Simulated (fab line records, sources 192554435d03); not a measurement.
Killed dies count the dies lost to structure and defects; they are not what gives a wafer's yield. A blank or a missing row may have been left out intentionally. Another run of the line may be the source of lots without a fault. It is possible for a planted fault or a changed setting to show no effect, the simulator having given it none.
A lot that was struck, set against a sound lot :: flow n5Finfet :: 39 steps out of a route of 1938
Sound: wafers L210.1, L210.2, L210.5. Wafers L200.1, L200.2, L200.4 were the ones struck. Last of all comes the cause.
Order at every step that has rows: each side's tool, ch and its chambers, its first start. Under that, the readings that differ: sound wafers :: struck wafers :: difference of the means :: sigmas: that difference in standard deviations of wafers without a fault.
alike: readings whose means differ by less than 2 such deviations, and words and numbers that are the same on both sides. not compared: withheld readings, readings that some wafer has no value for, bounds like >300 that may hide the same value, and numbers for which the record gives no deviation and whose values overlap.
A row with sigmas, a row that says differs or no value, or rows on one side alone: a step with any of these is where the two part. Numbers that have no deviation but don't overlap get no sigmas and don't part them. Lack of a reading on every wafer of one side parts them only where that side has two or more wafers.

first, 9 steps without rows for these wafers: N5_GATE_CUT_CMP_23 (polishes, stops on SiO2, t overpolish 23.4 s, target thk 16 nm); N5_GATE_CUT_CMP_43 (polishes SiO2); N5_GATE_CUT_CMP_61 (polishes, stops on SiNx, t overpolish 3 s); N5_MOL_CONTACT_COAG_COAT_103 (time 60 s, resist thk 80 nm); N5_MOL_CONTACT_COAG_COAT_104 (time 60 s, resist thk 12 nm); N5_MOL_CONTACT_COAG_COAT_58 (time 60 s, resist thk 10 nm); N5_MOL_CONTACT_COAG_COAT_02 (resist thk 30 nm); N5_MOL_CONTACT_COAG_EBR_04; N5_MOL_CONTACT_COAG_SOFTBAKE_03 (time 60 s).
N5_MOL_CONTACT_COAG_EXPOSE_05: exposes mask CA, defocus 0 nm.
  sound on euvScanner-02 ch 0, day 10 11:09; struck on euvScanner-01 ch 0, day 7 20:49
reading: exposureDoseMJCm2
sound: 38.19 38.17 38.17
struck: 40.11 40.06 40.10
difference: +1.91
sigmas: +43
  alike: mask, reticleTempC
then, 2 steps without rows for these wafers: N5_MOL_CONTACT_COAG_PEB_06 (peb time 60 s); N5_MOL_CONTACT_COAG_DEVELOP_07 (develop time 30 s).
N5_MOL_CONTACT_COAG_CD_MEAS_08: the cd target is 28 nm.
  sound on cdSem-01 ch 0, day 10 11:17; struck on cdSem-03 ch 0, day 7 20:57
reading: cdNm (nm)
sound: 28.13 28.16 27.73
struck: 29.10 29.07 28.78
difference: +0.98
sigmas: +4
then, 1 step without rows for these wafers: N5_MOL_CONTACT_COAG_DESCUM_13 (chemistry O2, time 7 s).
N5_MOL_CONTACT_COAG_ETCH_59: etches underlayer in N2/H2, target depth 13 nm, time 10.4 s.
  sound on rieDiel-04 ch 1,3, day 10 11:26; struck on rieDiel-01 ch 0,1,2, day 7 21:07
reading: drypumpMotorCurrentA (A)
sound: 5.4 4.7 4.8
struck: 5.9 6.0 5.6
difference: +0.9
sigmas: +2

reading: model.MOL_CONTACT_COAG.cdOffsetNm (nm)
sound: 0.2 0 0
struck: 0.8 0.8 1
difference: +0.8
sigmas: 
  alike: biasW, chamberPressureMTorr, etchRfOnTimeS, h2FlowSccm, oesProductAu, rfVppV, showerheadPlenumPTorr, throttleValvePct
  not compared: rfHoursCounterH
then, 7 steps without rows for these wafers: N5_MOL_CONTACT_COAG_ETCH_105 (etches SiARC in CF4, target depth 15.6 nm, time 26 s); N5_MOL_CONTACT_COAG_ETCH_106 (etches SOC in N2/H2, target depth 80 nm, overetch 16 nm, time 120 s); N5_MOL_CONTACT_COAG_STRIP_107 (strips in N2/H2); N5_MOL_CONTACT_COAG_STRIP_108 (strips in N2/H2); N5_MOL_CONTACT_COAG_CONTACT_ETCH_14 (etches SiO2 in C4F6/O2, target depth 27.5 nm, overetch 8.5 nm, time 20 s); N5_MOL_CONTACT_COAG_STRIP_109 (strips in C4F6/O2); N5_MOL_CONTACT_COAG_ETCH_15 (etches SiNx in CH3F/O2, stops on Si:P, target depth 7 nm).
N5_MOL_CONTACT_COAG_ETCH_110: etches Si in CF4/O2, target depth 2.5 nm, time 8 s.
  sound on rieDiel-04 ch 1,3, day 10 11:41; struck on rieDiel-01 ch 0,1,2, day 7 21:22
reading: drypumpMotorCurrentA (A)
sound: 5.4 4.8 4.7
struck: 5.9 6.1 5.6
difference: +0.9
sigmas: +2

reading: throttleValvePct (%)
sound: 10.81 11.18 11.20
struck: 10.41 10.94 10.24
difference: -0.53
sigmas: -2

reading: model.MOL_CONTACT_COAG.cdOffsetNm (nm)
sound: 0 0 0
struck: 0.6 0.8 1
difference: +0.8
sigmas: 
  alike: biasW, chamberPressureMTorr, oesProductAu, rfVppV, showerheadPlenumPTorr
  not compared: rfHoursCounterH
then, 1 step without rows for these wafers: N5_MOL_CONTACT_COAG_STRIP_98 (strips in N2/H2).
N5_MOL_CONTACT_COAG_CD_MEAS_99: the cd target is 17.2 nm.
  sound on cdSem-02 at day 10 11:48; struck on cdSem-01 at day 7 21:28
reading: cdNm (nm)
sound: 17.29 17.21 17.57
struck: 17.68 18.37 18.10
difference: +0.69
sigmas: +3
then, 12 steps without rows for these wafers: N5_MOL_CONTACT_COAG_IMPLANT_129; N5_MOL_CONTACT_COAG_PRECLEAN_111 (cleans in NF3:NH3, afs cycles 1, time 20 s, sublimation time 60 s); N5_MOL_CONTACT_COAG_TI_SIL_19 (material Ti, target thk 4.2 nm, time 15 s); N5_MOL_CONTACT_COAG_ALD_20 (deposits TiN, target thk 1.5 nm, pulse time 1 s, purge time 3 s); N5_MOL_CONTACT_COAG_SIL_ANNEAL_21 (time 60 s); N5_MOL_CONTACT_COAG_PRE_CLEAN_141 (time 60 s); N5_MOL_CONTACT_COAG_SPUTTER_143 (material Co, target thk 2.5 nm); N5_MOL_CONTACT_COAG_CO_FILL_22 (material Co, precursor CCTBA/H2, target thk 20 nm); N5_MOL_CONTACT_COAG_ANNEAL_113 (time 300 s); N5_MOL_CONTACT_COAG_PRE_CLEAN_142 (time 60 s); N5_MOL_CONTACT_COAG_SPUTTER_130 (material Co, target thk 47.5 nm); N5_MOL_CONTACT_COAG_PRECLEAN_125 (cleans in DIW, time 57.5 s).
-- a jump in the record: the struck wafers' starts before and after are 3 days apart (it breaks off in module MOL_CONTACT_COAG and resumes in module BEOL_M4, where the first step shown is number 1111 of the route) --
N5_BEOL_M4_RC_MEAS_101:
  sound on prober-02 ch 0, day 13 15:05; struck on prober-01 ch 0, day 11 04:15
reading: DIBL_N (mV/V)
sound: 37.1 38.6 36.7
struck: 32.9 34.5 32.8
difference: -4.1
sigmas: -3

reading: RC_DENSE_N (ohm.um)
sound: 18.9 18.9 18.7
struck: 17.9 17.8 17.7
difference: -1.0
sigmas: -3

reading: RC_DENSE_P (ohm.um)
sound: 23.7 23.8 23.3
struck: 22.5 22.5 22.1
difference: -1.2
sigmas: -3

reading: RC_N (ohm.um)
sound: 15.51 15.26 15.38
struck: 14.57 14.68 14.39
difference: -0.84
sigmas: -3

reading: RC_P (ohm.um)
sound: 19.5 19.3 19.4
struck: 18.4 18.3 18.2
difference: -1.1
sigmas: -3
  alike: DIBL_P, IOFF_N, IOFF_P, ION_N, ION_P, SS_N, SS_P, VT_N, VT_P
next, for these wafers, 1 step has no rows: N5_PASSIVATION_PROBE_49.

## WHERE THEY PART
First at N5_MOL_CONTACT_COAG_EXPOSE_05; last, within this record, at N5_BEOL_M4_RC_MEAS_101.

WHY: what the simulator had put in
Drift in process parameters on euvScanner-01 at N5_MOL_CONTACT_COAG_EXPOSE_05, starting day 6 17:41. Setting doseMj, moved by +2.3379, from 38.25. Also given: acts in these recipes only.
